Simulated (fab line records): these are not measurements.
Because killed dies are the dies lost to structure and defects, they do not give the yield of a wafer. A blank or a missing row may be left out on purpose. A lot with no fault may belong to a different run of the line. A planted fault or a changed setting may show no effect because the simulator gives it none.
8D (eight disciplines) problem report, filled in by code ; flow nand-harc ; the parts of the form that need people (team, actions taken, sign-off) are left out

## 1. WHAT IS WRONG
NHARC_P_CONTACT_ETCH_18, run-length-s: mean 198.7 s over 1 wafer from 1 lot; wafers with no fault: 262.0 s, standard deviation 0.45. That is -99 or more standard deviations from the usual mean.
The step: etches the open film in C4F8/O2/Ar, target depth 481 nm, time 240.5 s.
Seen first at day 7 18:16 on rie-diel-13, wafer L662.6. Wafers with a number at this step in the record: 37, from 13 lots. Rule for "out", or "out of limits": more than 4 standard deviations from the usual mean. All remaining wafers that have a number are taken as sound.

## 2. WHAT THIS IS AND IS NOT
question;is;is not
which readings at this step;run-length-s;oes-product-au, rf-vpp-V
which lots;L662;L658, L659, L666, L667, L669, L671, L673, L674, L678, L679, L680, L681
which wafers of those lots;all that have a number;-
read on which tools;rie-diel-13;rie-diel-02, rie-diel-06
when;from day 7 18:16;"up to then (6 sound wafers); but 30 sound wafers of L666, L667, L669, L671, L673, L674, L678, L679, L680, L681 came after"

## 3. THE SUSPECTS, EACH WITH WHAT RULES IT OUT
Counting: a tool at a process step up to the reading stays a suspect if it ran every lot that is out and no sound lot after the first of them.
- pvd-sputter-01 at NHARC_P_GATE_DEGAS_109 (time 60 s): ruled out as a lasting fault. Sound lots L679, L680, L681 ran on it after its first lot that is out, L662 (day 7 14:58).
- rie-diel-13 at NHARC_P_CONTACT_ETCH_18 (etches the open film in C4F8/O2/Ar, target depth 481 nm, time 240.5 s): kept. It ran the lot that is out, L662 (day 7 18:16), and no sound lot after that; its last sound lot up to then is L659 (day 6 07:47). Out on those wafers are its own readings of run-length-s.
After counting, what remains is rie-diel-13 at NHARC_P_CONTACT_ETCH_18.

## 4. THE CAUSE (what the simulator had put in)
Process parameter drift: rie-diel-13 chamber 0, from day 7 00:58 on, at NHARC_P_CONTACT_ETCH_18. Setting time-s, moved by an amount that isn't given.
Counting left only this tool.

## 5. THE EFFECT CHAIN, in route order
One row per reading whose mean, taken over the struck wafers that have a number, lies over 3 standard deviations from the usual. Only readings for which the record gives a usual standard deviation are gone through. hours: the time from each lot's start at the first step in this table that gives one to its start at this step, as a median over the lots. sigmas: the change in usual standard deviations.
hours;step;reading;usual;on struck wafers;change;sigmas
0;NHARC_P_CONTACT_ETCH_18;run-length-s;262.0 s;198.7;-63.3;-99 or more
Process steps it contains:
- NHARC_P_CONTACT_ETCH_18: etches the open film in C4F8/O2/Ar, target depth 481 nm, time 240.5 s.
Readings that are blank on the struck wafers while sound wafers have them: bias-w at NHARC_P_CONTACT_ETCH_18.

## 6. HOW IT WOULD HAVE BEEN CAUGHT EARLIER
17 hours passed between the start of the fault at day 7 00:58 and the first reading out of limits in this record, taken at day 7 18:16.
